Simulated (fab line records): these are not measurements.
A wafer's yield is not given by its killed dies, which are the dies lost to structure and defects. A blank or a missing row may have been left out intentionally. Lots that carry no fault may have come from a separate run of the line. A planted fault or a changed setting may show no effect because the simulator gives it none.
fab line records	flow n5Finfet
[record] lots = 24	wafers = 72	lastDay = 18
route steps=1938 shown BEOL_M14@1746 BEOL_M15@1808
lots untouched by any fault: they come from a run of this same line in which no faults occurred
startH: the number of hours between the record's first day and the start of the first shown wafer of the lot	waitH: hours since the lot's step before	" unchanged from the row above	L1.1+2: a row that stands for several wafers	- no value present, or no start provided	* or withheld: withheld	< > ~ a bound
route shown NAME@n: names a module that has steps shown in the file, with the first one's number in the route	usual: average and standard deviation across the fault-free wafers	same: alike in all rows	chamber/n: place in a boat	sites: each site's reading	_std_site: how widely they spread, as a standard deviation	_edge_site: mean of outer sites minus mean of inner sites	radiusMm: for every site, how far away it sits from the centre of the wafer	mask NAME#n: copy n	behind: the last tool/chamber to shape the wafer	hold: what put the lot on hold/how long, in hours/how the hold closed	device: the transistor (n, p or np) that didn't switch	end of line: at the end of the route, the tests of the same wafers	a step given without rows: its recipe and nothing more	killed: not the wafer's yield, but the dies lost to structure and defects at the first sort	map: dies across one wafer; x = killed, . = not, _ = none there
set.NAME: setting as actually run; set.NAME@STEP: the setting as run at that earlier step	model.NAME: the simulator's own value behind a step, which no gauge read
the route's steps for a sample of lots (tables are steps, rows are wafers)
services: when a tool's chamber went out of use (startH, in hours from the record's first day, below 0 if earlier), for how many hours, and the reason
[[steps]]
[step N5_BEOL_M14_CD_MEAS_28]
[recipe] targetCdNm = 284.4	landingEnergyEv = 500	detector = seInlens
[usual] cdNm = 284.2/2.1
lot.wafer	tool	chamber	startH	waitH	cdNm
L074.1	cdSem-03	0	243.29	-	280.9
L074.5	"	0	"	"	286.8
L074.6	"	0	"	"	284.1
L075.3	cdSem-03	0	250.86	-	283.1
L075.4	"	0	"	"	282.7
L075.6	"	0	"	"	286.9
L076.1	cdSem-01	0	267.21	-	284.1
L076.3	"	0	"	"	285.1
L076.5	"	0	"	"	285.4
L077.1	cdSem-01	0	269.09	-	285.7
L077.4	"	0	"	"	283.8
L077.5	"	0	"	"	281.8
L078.1	cdSem-02	0	269.33	-	281.8
L078.3	"	0	"	"	283.9
L078.5	"	0	"	"	285.5
L079.2	cdSem-01	0	282.24	-	286.5
L079.3	"	0	"	"	283.9
L079.6	"	0	"	"	286.1
L080.3	cdSem-01	0	291.26	-	286.2
L080.5	"	0	"	"	283.6
L080.6	"	0	"	"	280.7
L081.1	cdSem-03	0	294.04	-	282.8
L081.3	"	0	"	"	283.8
L081.6	"	0	"	"	288.5
L083.1	cdSem-02	0	299.62	-	286.0
L083.2	"	0	"	"	285.6
L083.3	"	0	"	"	286.5
L082.1	cdSem-02	0	319.98	-	280.5
L082.4	"	0	"	"	281.6
L082.5	"	0	"	"	284.5
L085.1	cdSem-02	0	333.61	-	283.2
L085.3	"	0	"	"	286.5
L085.6	"	0	"	"	283.5
L084.2	cdSem-01	0	344.27	-	284.8
L084.4	"	0	"	"	283.8
L084.5	"	0	"	"	283.1
L088.3	cdSem-03	0	344.69	-	285.1
L088.4	"	0	"	"	281.4
L088.5	"	0	"	"	285.9
L089.2	cdSem-02	0	345.88	-	285.1
L089.3	"	0	"	"	284.6
L089.5	"	0	"	"	283.7
L086.1	cdSem-01	0	346.33	-	283.4
L086.3	"	0	"	"	282.5
L086.4	"	0	"	"	287.2
L087.1	cdSem-02	0	346.49	-	289.1
L087.2	"	0	"	"	288.2
L087.5	"	0	"	"	282.5
L090.2	cdSem-03	0	347.15	-	282.4
L090.5	"	0	"	"	281.0
L090.6	"	0	"	"	287.3
L092.1	cdSem-02	0	369.16	-	282.5
L092.2	"	0	"	"	287.0
L092.5	"	0	"	"	283.6
L091.2	cdSem-02	0	369.33	-	282.1
L091.5	"	0	"	"	284.6
L091.6	"	0	"	"	288.2
L093.3	cdSem-03	0	372.97	-	287.0
L093.4	"	0	"	"	285.5
L093.6	"	0	"	"	281.7
L094.3	cdSem-01	0	387.68	-	286.6
L094.4	"	0	"	"	283.6
L094.5	"	0	"	"	288.1
L095.1	cdSem-03	0	391.58	-	282.5
L095.4	"	0	"	"	285.0
L095.6	"	0	"	"	282.2
L097.1	cdSem-01	0	399.08	-	288.3
L097.3	"	0	"	"	286.1
L097.6	"	0	"	"	284.0
L096.2	cdSem-03	0	401.52	-	282.1
L096.3	"	0	"	"	282.1
L096.4	"	0	"	"	282.2
[step N5_BEOL_M14_ETCH_68]
[recipe] chemistry = N2/H2	target = SOC	maskMaterial = SiARC	sourceW = 3000	biasW = 350	tempC = 40	timeS = 450	ionEnergyEv = 200	pressureMtorr = 30	n2FlowSccm = 200	h2FlowSccm = 200
[usual] drypumpMotorCurrentA = 5.6/0.41	oesProductAu = 0.82/0.08	rfVppV = 524.8/2.5	showerheadPlenumPTorr = 2.57/0.086	throttleValvePct = 17.66/0.28
lot.wafer	tool	chamber	startH	waitH	drypumpMotorCurrentA	oesProductAu	rfHoursCounterH	rfVppV	showerheadPlenumPTorr	throttleValvePct
L074.1	rieDiel-01	0	243.62	0.1	5.8	0.90	31	523.5	2.58	17.75
L074.5	"	0	"	"	5.8	0.90	-	525.1	2.58	17.75
L074.6	"	1	"	"	5.0	0.67	-	525.0	2.62	18.41
L075.3	rieDiel-01	1	251.13	0.1	5.0	0.67	249	525.7	2.62	18.44
L075.4	"	0	"	"	5.8	0.89	35	525.0	2.58	17.75
L075.6	"	0	"	"	5.8	0.89	-	526.2	2.58	17.75
L076.1	rieDiel-05	1	267.57	0.1	5.5	0.76	147	521.6	2.43	17.79
L076.3	"	3	"	"	6.3	0.85	55	520.5	2.45	17.07
L076.5	"	3	"	"	6.3	0.85	-	520.4	2.45	17.08
L077.1	rieDiel-05	0	269.36	0.1	4.7	0.82	73	524.9	2.58	17.42
L077.4	"	1	"	"	5.6	0.76	-	519.5	2.43	17.81
L077.5	"	3	"	"	6.3	0.85	-	523.3	2.45	17.06
L078.1	rieDiel-01	0	269.60	0.1	5.8	0.88	41	525.7	2.58	17.78
L078.3	"	2	"	"	5.9	0.92	30	528.5	2.68	17.62
L078.5	"	0	"	"	5.8	0.88	-	525.6	2.58	17.77
L079.2	rieDiel-01	0	282.71	0.1	5.8	0.88	47	525.8	2.58	17.78
L079.3	"	3	"	"	5.6	0.75	147	524.5	2.53	17.47
L079.6	"	3	"	"	5.6	0.75	-	523.3	2.53	17.47
L080.3	rieDiel-01	3	291.60	0.1	5.6	0.75	152	523.7	2.53	17.48
L080.5	"	1	"	"	5.1	0.99	-	524.9	2.62	17.93
L080.6	"	2	"	"	5.9	0.89	-	527.4	2.68	17.63
L081.1	rieDiel-01	2	294.32	0.1	5.9	0.89	42	527.7	2.68	17.64
L081.3	"	3	"	"	5.6	0.73	153	524.8	2.53	17.48
L081.6	"	2	"	"	5.9	0.88	-	528.3	2.68	17.62
L083.1	rieDiel-01	1	300.93	0.1	5.1	0.96	9	526.1	2.62	17.94
L083.2	"	3	"	"	5.6	0.74	157	522.6	2.53	17.49
L083.3	"	0	"	"	5.8	0.85	56	525.8	2.57	17.79
L082.1	rieDiel-03	3	320.25	0.1	5.4	0.76	136	526.0	2.63	17.54
L082.4	"	2	"	"	6.0	0.82	-	527.8	2.65	17.36
L082.5	"	3	"	"	5.4	0.75	-	528.3	2.63	17.54
L085.1	rieDiel-05	0	333.96	0.1	4.7	0.81	85	524.4	2.58	17.47
L085.3	"	2	"	"	5.8	0.98	7	520.6	2.47	17.54
L085.6	"	1	"	"	5.5	0.75	-	520.7	2.42	17.81
L084.2	rieDiel-01	3	344.54	0.1	5.6	0.72	171	524.0	2.52	17.50
L084.4	"	1	"	"	5.0	0.91	25	525.6	2.61	17.96
L084.5	"	1	"	"	5.0	0.91	-	525.2	2.61	17.95
L088.3	rieDiel-01	1	345.12	0.1	5.0	0.92	26	525.4	2.61	17.96
L088.4	"	3	"	"	5.6	0.72	172	523.8	2.52	17.52
L088.5	"	3	"	"	5.6	0.72	-	522.6	2.52	17.52
L089.2	rieDiel-05	2	346.15	0.1	5.7	0.97	11	521.6	2.47	17.56
L089.3	"	1	"	"	5.6	0.74	164	522.2	2.42	17.82
L089.5	"	2	"	"	5.7	0.96	-	522.4	2.47	17.57
L086.1	rieDiel-03	3	346.60	0.1	5.4	0.75	147	528.0	2.63	17.56
L086.3	"	0	"	"	5.5	0.68	247	519.0	2.40	18.44
L086.4	"	1	"	"	5.0	0.81	-	527.9	2.71	17.77
L087.1	rieDiel-01	3	346.95	0.1	5.6	0.72	173	523.2	2.52	17.52
L087.2	"	2	"	"	5.9	0.85	62	526.4	2.67	17.67
L087.5	"	0	"	"	5.8	0.84	-	525.2	2.56	17.83
L090.2	rieDiel-01	1	347.70	0.1	5.0	0.91	27	525.1	2.61	17.97
L090.5	"	1	"	"	5.0	0.91	-	525.4	2.61	17.96
L090.6	"	2	"	"	5.9	0.86	-	527.0	2.67	17.68
L092.1	rieDiel-03	3	369.43	0.1	5.5	0.74	156	527.6	2.62	17.59
L092.2	"	1	"	"	5.0	0.82	66	528.4	2.70	17.80
L092.5	"	1	"	"	5.0	0.81	-	528.6	2.70	17.78
L091.2	rieDiel-01	3	369.70	0.1	5.6	0.72	180	524.3	2.52	17.52
L091.5	"	3	"	"	5.6	0.71	-	523.0	2.52	17.52
L091.6	"	2	"	"	5.9	0.86	-	526.5	2.66	17.68
L093.3	rieDiel-03	2	373.44	0.1	6.0	0.80	110	527.5	2.64	17.39
L093.4	"	1	"	"	5.0	0.81	-	527.1	2.70	17.80
L093.6	"	3	"	"	5.4	0.73	-	526.2	2.62	17.58
L094.3	rieDiel-05	2	387.95	0.1	5.7	0.93	26	521.5	2.46	17.58
L094.4	"	3	"	"	6.3	0.82	87	520.7	2.43	17.13
L094.5	"	0	"	"	4.7	0.78	-	524.0	2.57	17.50
L095.1	rieDiel-05	2	391.85	0.1	5.8	0.93	27	523.5	2.46	17.58
L095.4	"	0	"	"	4.7	0.79	105	524.4	2.57	17.50
L095.6	"	1	"	"	5.6	0.73	-	521.5	2.42	17.86
L097.1	rieDiel-03	2	399.37	0.1	6.0	0.79	119	526.6	2.64	17.39
L097.3	"	1	"	"	5.0	0.80	79	527.8	2.70	17.83
L097.6	"	2	"	"	6.0	0.79	-	526.7	2.64	17.40
L096.2	rieDiel-01	2	401.82	0.1	5.9	0.84	82	527.4	2.66	17.71
L096.3	"	0	"	"	5.8	0.82	93	524.4	2.56	17.84
L096.4	"	1	"	"	5.1	0.86	46	525.3	2.60	18.00
[step N5_BEOL_M14_OCD_MEAS_35]
[usual] trenchDepthNm = 556/19
lot.wafer	tool	chamber	startH	waitH	trenchDepthNm
L074.1	ocd-02	-	244.05	0.0	544
L074.5	"	-	"	"	548
L074.6	"	-	"	"	550
L075.3	ocd-02	-	251.56	0.0	560
L075.4	"	-	"	"	552
L075.6	"	-	"	"	548
L076.1	ocd-02	-	268.00	0.0	547
L076.3	"	-	"	"	549
L076.5	"	-	"	"	554
L077.1	ocd-01	-	269.79	0.0	557
L077.4	"	-	"	"	534
L077.5	"	-	"	"	539
L078.1	ocd-02	-	270.03	0.0	547
L078.3	"	-	"	"	565
L078.5	"	-	"	"	543
L079.2	ocd-01	-	283.14	0.0	559
L079.3	"	-	"	"	545
L079.6	"	-	"	"	545
L080.3	ocd-01	-	292.03	0.0	537
L080.5	"	-	"	"	591
L080.6	"	-	"	"	567
L081.1	ocd-01	-	294.75	0.0	570
L081.3	"	-	"	"	540
L081.6	"	-	"	"	559
L083.1	ocd-02	-	301.36	0.0	590
L083.2	"	-	"	"	540
L083.3	"	-	"	"	551
L082.1	ocd-01	-	320.68	0.0	522
L082.4	"	-	"	"	581
L082.5	"	-	"	"	518
L085.1	ocd-02	-	334.39	0.0	555
L085.3	"	-	"	"	588
L085.6	"	-	"	"	544
L084.2	ocd-01	-	344.97	0.0	541
L084.4	"	-	"	"	588
L084.5	"	-	"	"	590
L088.3	ocd-02	-	345.55	0.0	585
L088.4	"	-	"	"	538
L088.5	"	-	"	"	535
L089.2	ocd-01	-	346.58	0.0	586
L089.3	"	-	"	"	541
L089.5	"	-	"	"	584
L086.1	ocd-01	-	347.03	0.0	520
L086.3	"	-	"	"	536
L086.4	"	-	"	"	576
L087.1	ocd-01	-	347.38	0.0	538
L087.2	"	-	"	"	565
L087.5	"	-	"	"	545
L090.2	ocd-01	-	348.13	0.0	588
L090.5	"	-	"	"	585
L090.6	"	-	"	"	566
L092.1	ocd-02	-	369.86	0.0	522
L092.2	"	-	"	"	581
L092.5	"	-	"	"	580
L091.2	ocd-01	-	370.13	0.0	541
L091.5	"	-	"	"	542
L091.6	"	-	"	"	571
L093.3	ocd-02	-	373.87	0.0	571
L093.4	"	-	"	"	576
L093.6	"	-	"	"	526
L094.3	ocd-01	-	388.38	0.0	582
L094.4	"	-	"	"	546
L094.5	"	-	"	"	547
L095.1	ocd-02	-	392.28	0.0	583
L095.4	"	-	"	"	562
L095.6	"	-	"	"	545
L097.1	ocd-02	-	399.79	0.0	564
L097.3	"	-	"	"	572
L097.6	"	-	"	"	567
L096.2	ocd-01	-	402.25	0.0	571
L096.3	"	-	"	"	547
L096.4	"	-	"	"	576
[step N5_BEOL_M14_STRIP_37]
[recipe] chemistry = O2	powerW = 600	tempC = 60	pressureMtorr = 30	rfFrequencyHz = 6e+07	biasPowerW = 0	overashFraction = 0.3	o2FlowSccm = 225
[usual] drypumpMotorCurrentA = 5.6/0.38	oesProductAu = 0.81/0.075	rfVppV = 3.7/1.1	showerheadPlenumPTorr = 2.14/0.08	throttleValvePct = 16.70/0.21
lot.wafer	tool	chamber	startH	waitH	drypumpMotorCurrentA	oesProductAu	rfHoursCounterH	rfVppV	showerheadPlenumPTorr	throttleValvePct
L074.1	rieDiel-05	2	246.91	2.9	5.8	0.64	255	5.1	2.06	17.04
L074.5	"	1	"	"	5.5	0.77	-	5.4	2.04	16.92
L074.6	"	0	"	"	4.7	0.83	-	4.6	2.13	16.44
L075.3	rieDiel-03	0	251.83	0.3	5.5	0.72	209	2.3	1.98	17.11
L075.4	"	3	"	"	5.4	0.76	112	3.4	2.20	16.68
L075.6	"	1	"	"	5.0	0.90	-	1.6	2.21	16.39
L077.1	rieDiel-01	3	273.40	3.6	5.6	0.76	143	2.6	2.11	16.56
L077.4	"	0	"	"	5.8	0.88	-	5.4	2.14	16.69
L077.5	"	2	"	"	5.9	0.90	-	6.3	2.27	16.88
L076.1	rieDiel-03	1	279.11	11.1	5.0	0.88	32	2.8	2.20	16.38
L076.3	"	2	"	"	6.0	0.83	74	4.2	2.22	16.45
L076.5	"	1	"	"	5.0	0.88	-	5.0	2.20	16.45
L078.1	rieDiel-01	2	279.55	9.5	5.9	0.90	34	4.1	2.27	16.92
L078.3	"	3	"	"	5.5	0.75	145	3.9	2.11	16.57
L078.5	"	2	"	"	5.9	0.89	-	2.5	2.27	16.91
L079.2	rieDiel-01	1	284.33	1.2	5.0	1.00	1	1.5	2.15	16.57
L079.3	"	2	"	"	6.0	0.90	37	4.4	2.27	16.93
L079.6	"	0	"	"	5.8	0.87	-	2.2	2.14	16.69
L080.3	rieDiel-03	1	295.49	3.5	5.0	0.87	39	2.9	2.20	16.48
L080.5	"	0	"	"	5.5	0.70	-	4.0	1.97	17.12
L080.6	"	3	"	"	5.5	0.74	-	5.2	2.19	16.66
L081.1	rieDiel-03	2	298.97	4.2	6.0	0.82	83	2.5	2.21	16.51
L081.3	"	3	"	"	5.4	0.76	127	2.3	2.19	16.68
L081.6	"	1	"	"	5.1	0.88	-	5.0	2.20	16.46
L083.1	rieDiel-01	1	302.05	0.7	5.0	0.96	9	3.9	2.15	16.58
L083.2	"	0	"	"	5.8	0.85	56	4.2	2.14	16.72
L083.3	"	2	"	"	5.9	0.88	47	4.4	2.26	16.93
L082.1	rieDiel-03	3	325.30	4.6	5.4	0.75	139	3.6	2.19	16.69
L082.4	"	2	"	"	6.0	0.81	94	3.5	2.21	16.50
L082.5	"	0	"	"	5.5	0.69	-	3.9	1.97	17.15
L085.1	rieDiel-03	3	334.81	0.4	5.4	0.73	142	4.1	2.19	16.70
L085.3	"	2	"	"	6.0	0.80	98	1.7	2.21	16.53
L085.6	"	0	"	"	5.5	0.68	-	3.1	1.97	17.15
L084.2	rieDiel-01	3	347.35	2.4	5.6	0.70	173	5.4	2.10	16.61
L084.4	"	0	"	"	5.8	0.81	73	3.9	2.13	16.70
L084.5	"	2	"	"	5.9	0.85	-	1.6	2.26	16.96
L088.3	rieDiel-01	0	348.45	2.9	5.8	0.82	74	2.6	2.13	16.74
L088.4	"	2	"	"	5.9	0.86	63	4.0	2.26	16.96
L088.5	"	0	"	"	5.8	0.83	-	3.5	2.13	16.73
L089.2	rieDiel-01	2	348.66	2.1	5.9	0.86	63	2.7	2.26	16.96
L089.3	"	1	"	"	5.0	0.88	27	4.0	2.14	16.65
L089.5	"	0	"	"	5.8	0.82	-	2.4	2.13	16.72
L086.1	rieDiel-01	3	349.00	2.0	5.6	0.70	174	3.9	2.10	16.65
L086.3	"	2	"	"	5.9	0.85	63	3.5	2.26	16.98
L086.4	"	0	"	"	5.8	0.82	74	2.7	2.13	16.73
L087.1	rieDiel-03	3	351.02	3.6	5.5	0.74	149	2.7	2.19	16.73
L087.2	"	2	"	"	6.0	0.80	101	3.4	2.21	16.50
L087.5	"	0	"	"	5.5	0.68	-	3.3	1.97	17.13
L090.2	rieDiel-03	3	351.44	3.3	5.4	0.74	150	2.5	2.19	16.75
L090.5	"	1	"	"	5.0	0.83	-	4.3	2.19	16.45
L090.6	"	2	"	"	6.0	0.80	-	3.7	2.21	16.53
L092.1	rieDiel-05	3	372.22	2.4	6.3	0.82	81	4.0	2.06	16.38
L092.2	"	2	"	"	5.8	0.94	20	3.6	2.06	16.63
L092.5	"	3	"	"	6.3	0.84	-	3.4	2.06	16.38
L091.2	rieDiel-01	0	373.92	3.8	5.8	0.81	82	4.6	2.13	16.75
L091.5	"	3	"	"	5.6	0.72	-	7.0	2.10	16.66
L091.6	"	0	"	"	5.8	0.81	-	4.1	2.13	16.78
L093.3	rieDiel-01	2	374.08	0.2	5.9	0.83	73	3.5	2.25	16.99
L093.4	"	0	"	"	5.8	0.81	82	5.1	2.13	16.74
L093.6	"	0	"	"	5.8	0.80	-	5.4	2.13	16.73
L094.3	rieDiel-03	1	391.33	3.0	5.0	0.81	75	4.9	2.19	16.51
L094.4	"	3	"	"	5.4	0.72	165	5.8	2.18	16.78
L094.5	"	1	"	"	5.0	0.82	-	4.6	2.19	16.51
L095.1	rieDiel-05	1	392.71	0.4	5.6	0.74	180	3.2	2.03	17.01
L095.4	"	3	"	"	6.3	0.81	88	1.5	2.06	16.38
L095.6	"	2	"	"	5.7	0.93	-	3.8	2.05	16.65
L097.1	rieDiel-01	2	400.39	0.6	5.9	0.83	81	2.3	2.25	16.99
L097.3	"	3	"	"	5.6	0.69	191	3.2	2.09	16.67
L097.6	"	1	"	"	5.0	0.86	-	3.0	2.14	16.67
L096.2	rieDiel-01	1	402.60	0.3	5.0	0.85	47	3.7	2.13	16.66
L096.3	"	0	"	"	5.8	0.80	93	4.0	2.12	16.76
L096.4	"	2	"	"	5.9	0.84	82	1.7	2.25	17.00
[step N5_BEOL_M14_ANNEAL_48]
[recipe] tempC = 225	timeS = 90	ambient = N2
[usual] wafer_temp_C_max = 225.91/0.29
lot.wafer	tool	chamber	startH	waitH	wafer_temp_C_max
L074.1	rtpAnneal-01	0	248.12	0.1	225.70
L074.5	"	0	"	"	225.47
L074.6	"	0	"	"	225.66
L075.3	rtpAnneal-02	0	253.05	0.2	225.74
L075.4	"	0	"	"	226.17
L075.6	"	0	"	"	226.31
L077.1	rtpAnneal-01	0	275.08	0.4	225.94
L077.4	"	0	"	"	226.08
L077.5	"	0	"	"	225.70
L076.1	rtpAnneal-02	0	280.36	0.1	226.02
L076.3	"	0	"	"	226.35
L076.5	"	0	"	"	226.11
L078.1	rtpAnneal-01	0	280.74	0.1	225.87
L078.3	"	0	"	"	226.00
L078.5	"	0	"	"	226.06
L079.2	rtpAnneal-02	0	285.32	0.2	226.43
L079.3	"	0	"	"	226.18
L079.6	"	0	"	"	226.19
L080.3	rtpAnneal-02	0	297.24	0.2	226.12
L080.5	"	0	"	"	225.69
L080.6	"	0	"	"	225.87
L081.1	rtpAnneal-01	0	300.12	0.3	225.98
L081.3	"	0	"	"	225.54
L081.6	"	0	"	"	225.52
L083.1	rtpAnneal-02	0	303.03	0.1	226.48
L083.2	"	0	"	"	226.42
L083.3	"	0	"	"	226.05
L082.1	rtpAnneal-01	0	326.34	0.1	225.73
L082.4	"	0	"	"	226.06
L082.5	"	0	"	"	225.56
L085.1	rtpAnneal-02	0	336.06	0.1	226.07
L085.3	"	0	"	"	225.74
L085.6	"	0	"	"	225.82
L084.2	rtpAnneal-01	0	348.73	0.2	225.53
L084.4	"	0	"	"	225.68
L084.5	"	0	"	"	225.46
L088.3	rtpAnneal-02	0	349.44	0.2	226.21
L088.4	"	0	"	"	226.41
L088.5	"	0	"	"	226.29
L086.1	rtpAnneal-02	0	349.89	0.2	225.96
L086.3	"	0	"	"	225.95
L086.4	"	0	"	"	225.97
L089.2	rtpAnneal-01	0	349.94	0.6	225.71
L089.3	"	0	"	"	225.43
L089.5	"	0	"	"	225.64
L087.1	rtpAnneal-01	0	352.20	0.2	225.36
L087.2	"	0	"	"	225.33
L087.5	"	0	"	"	225.69
L090.2	rtpAnneal-02	0	352.65	0.3	225.82
L090.5	"	0	"	"	226.24
L090.6	"	0	"	"	226.51
L092.1	rtpAnneal-01	0	373.83	0.1	225.75
L092.2	"	0	"	"	225.96
L092.5	"	0	"	"	225.56
L091.2	rtpAnneal-01	0	375.00	0.2	225.45
L091.5	"	0	"	"	225.70
L091.6	"	0	"	"	225.59
L093.3	rtpAnneal-02	0	375.15	0.2	225.91
L093.4	"	0	"	"	225.85
L093.6	"	0	"	"	225.81
L094.3	rtpAnneal-02	0	392.91	0.4	226.15
L094.4	"	0	"	"	225.83
L094.5	"	0	"	"	226.33
L095.1	rtpAnneal-01	0	394.54	0.8	225.82
L095.4	"	0	"	"	225.85
L095.6	"	0	"	"	225.81
L097.1	rtpAnneal-02	0	401.60	0.1	226.31
L097.3	"	0	"	"	226.58
L097.6	"	0	"	"	226.19
L096.2	rtpAnneal-01	0	404.85	0.2	225.51
L096.3	"	0	"	"	225.71
L096.4	"	0	"	"	225.91
[step N5_BEOL_M15_ETCH_61]
[recipe] chemistry = N2/H2	target = BARC	targetDepthA = 890	overetchA = 267	timeS = 67.9	ionEnergyEv = 200	pressureMtorr = 30	sourceW = 840	biasW = 150	n2FlowSccm = 200	h2FlowSccm = 200
[usual] drypumpMotorCurrentA = 5.5/0.4	oesProductAu = 0.68/0.067	rfVppV = 523.9/2.5	showerheadPlenumPTorr = 2.55/0.098	throttleValvePct = 17.96/0.23
lot.wafer	tool	chamber	startH	waitH	drypumpMotorCurrentA	oesProductAu	rfHoursCounterH	rfVppV	showerheadPlenumPTorr	throttleValvePct
L074.1	rieDiel-06	0	251.06	0.0	5.5	0.61	176	526.3	2.66	18.11
L074.5	"	3	"	"	5.2	0.72	-	527.3	2.71	17.77
L074.6	"	2	"	"	6.1	0.65	-	524.5	2.55	17.97
L075.3	rieDiel-06	3	256.13	0.0	5.2	0.71	61	528.2	2.71	17.77
L075.4	"	1	"	"	5.4	0.70	85	523.1	2.46	18.06
L075.6	"	3	"	"	5.2	0.72	-	526.4	2.71	17.77
L077.1	rieDiel-02	2	278.06	0.0	5.8	0.75	41	522.2	2.47	17.47
L077.4	"	3	"	"	5.7	0.72	70	527.0	2.69	18.33
L077.5	"	1	"	"	6.0	0.59	-	523.3	2.49	18.00
L076.1	rieDiel-02	2	283.77	0.0	5.8	0.75	43	522.8	2.47	17.48
L076.3	"	3	"	"	5.7	0.72	71	526.1	2.69	18.32
L076.5	"	0	"	"	4.8	0.81	-	520.7	2.51	17.96
L078.1	rieDiel-02	1	284.27	0.0	6.0	0.59	234	522.3	2.49	18.01
L078.3	"	2	"	"	5.8	0.74	43	522.5	2.47	17.47
L078.5	"	1	"	"	6.0	0.59	-	522.5	2.49	17.99
L079.2	rieDiel-02	2	288.40	0.0	5.8	0.75	44	522.1	2.47	17.48
L079.3	"	1	"	"	6.0	0.58	235	522.0	2.49	18.00
L079.6	"	1	"	"	6.0	0.59	-	522.5	2.48	17.99
L080.3	rieDiel-04	3	300.29	0.0	5.4	0.60	233	526.2	2.62	18.06
L080.5	"	3	"	"	5.4	0.60	-	525.2	2.62	18.03
L080.6	"	0	"	"	5.6	0.70	-	523.1	2.47	17.86
L081.1	rieDiel-04	3	303.32	0.0	5.4	0.59	233	525.5	2.62	18.06
L081.3	"	1	"	"	5.0	0.79	11	521.9	2.49	17.69
L081.6	"	1	"	"	5.0	0.79	-	522.2	2.49	17.69
L083.1	rieDiel-02	1	306.08	0.0	6.0	0.59	241	521.9	2.48	17.99
L083.2	"	2	"	"	5.8	0.74	51	522.2	2.46	17.49
L083.3	"	3	"	"	5.7	0.71	80	527.5	2.69	18.33
L082.1	rieDiel-06	3	329.40	0.0	5.2	0.70	78	527.0	2.70	17.79
L082.4	"	2	"	"	6.1	0.64	170	524.3	2.54	18.02
L082.5	"	0	"	"	5.6	0.61	-	525.0	2.65	18.14
L085.1	rieDiel-06	2	339.11	0.0	6.1	0.63	173	524.1	2.54	18.01
L085.3	"	1	"	"	5.4	0.67	108	521.1	2.45	18.10
L085.6	"	1	"	"	5.4	0.68	-	520.5	2.45	18.10
L084.2	rieDiel-02	3	352.54	0.0	5.7	0.70	94	528.9	2.68	18.37
L084.4	"	2	"	"	5.8	0.73	-	522.6	2.46	17.53
L084.5	"	3	"	"	5.7	0.70	-	528.9	2.68	18.36
L088.3	rieDiel-02	3	352.78	0.0	5.7	0.70	95	527.1	2.68	18.35
L088.4	"	2	"	"	5.8	0.72	-	520.6	2.46	17.52
L088.5	"	0	"	"	4.8	0.76	-	523.2	2.50	18.00
L089.2	rieDiel-02	2	353.04	0.0	5.8	0.72	66	521.2	2.46	17.51
L089.3	"	3	"	"	5.7	0.70	95	528.2	2.68	18.37
L089.5	"	0	"	"	4.8	0.77	-	522.9	2.50	18.01
L086.1	rieDiel-06	0	353.18	0.0	5.6	0.60	203	526.9	2.65	18.16
L086.3	"	3	"	"	5.2	0.69	86	527.3	2.70	17.80
L086.4	"	1	"	"	5.4	0.67	113	522.6	2.45	18.12
L087.1	rieDiel-04	1	355.43	0.0	5.0	0.77	26	521.7	2.49	17.70
L087.2	"	3	"	"	5.4	0.59	248	526.5	2.62	18.09
L087.5	"	3	"	"	5.4	0.59	-	526.6	2.62	18.08
L090.2	rieDiel-04	0	356.27	0.0	5.6	0.69	103	521.9	2.46	17.89
L090.5	"	0	"	"	5.6	0.69	-	521.7	2.46	17.88
L090.6	"	3	"	"	5.4	0.58	-	525.9	2.62	18.06
L092.1	rieDiel-06	0	377.00	0.0	5.6	0.59	210	527.0	2.64	18.18
L092.2	"	3	"	"	5.2	0.68	92	527.0	2.70	17.81
L092.5	"	3	"	"	5.2	0.68	-	526.0	2.70	17.83
L091.2	rieDiel-04	1	378.22	0.0	5.0	0.75	35	523.6	2.48	17.73
L091.5	"	2	"	"	5.7	0.59	-	520.4	2.40	17.85
L091.6	"	1	"	"	5.0	0.75	-	523.0	2.48	17.74
L093.3	rieDiel-06	2	378.26	0.0	6.1	0.63	184	523.0	2.54	18.04
L093.4	"	1	"	"	5.4	0.66	120	519.9	2.45	18.14
L093.6	"	0	"	"	5.6	0.60	-	525.3	2.64	18.19
L094.3	rieDiel-06	3	395.87	0.0	5.2	0.68	98	527.8	2.69	17.83
L094.4	"	0	"	"	5.6	0.60	216	526.1	2.64	18.18
L094.5	"	3	"	"	5.2	0.68	-	526.4	2.69	17.84
L095.1	rieDiel-02	3	397.78	0.0	5.7	0.68	108	527.5	2.68	18.37
L095.4	"	2	"	"	5.8	0.71	78	521.7	2.45	17.55
L095.6	"	0	"	"	4.8	0.74	-	523.0	2.50	18.02
L097.1	rieDiel-06	1	404.88	0.0	5.4	0.67	128	522.1	2.44	18.14
L097.3	"	3	"	"	5.2	0.68	101	527.8	2.69	17.83
L097.6	"	2	"	"	6.1	0.61	-	523.3	2.53	18.06
L096.2	rieDiel-02	0	407.78	0.0	4.8	0.74	48	522.0	2.50	18.03
L096.3	"	3	"	"	5.7	0.69	111	527.0	2.68	18.39
L096.4	"	1	"	"	6.0	0.78	15	523.2	2.47	17.66
[[services]]
tool	chamber	startH	hours	kind
rieDiel-04	0	222.79	11.3	repair
rieDiel-04	2	228.08	2.4	repair
rieDiel-01	3	233.35	4.4	repair
rieDiel-02	0	234.65	-	clean
rieDiel-05	2	248.24	5.7	repair
rtpAnneal-01	-	250.65	1.2	pm
rieDiel-01	1	255.78	-	clean
rieDiel-01	1	255.78	-	consumableReplace:focusRing
rieDiel-01	1	255.78	26.3	scheduledDown
rieDiel-01	1	255.78	26.3	ventCycle
rieDiel-03	1	260.43	9.6	repair
rieDiel-03	3	273.20	6.0	repair
rieDiel-05	-	280.28	28.1	pm
rieDiel-06	2	299.45	8.1	repair
rieDiel-03	1	316.51	4.1	repair
rieDiel-06	0	337.05	4.8	repair
rieDiel-03	2	343.20	4.2	repair
rieDiel-03	0	353.85	-	clean
rieDiel-03	0	353.85	-	consumableReplace:focusRing
rieDiel-03	0	353.85	-	consumableReplace:showerhead
rieDiel-03	0	353.85	22.0	scheduledDown
rieDiel-03	0	353.85	22.0	ventCycle
rieDiel-04	2	388.56	11.7	repair
rieDiel-03	0	396.55	16.0	repair
[[key]]
fault none
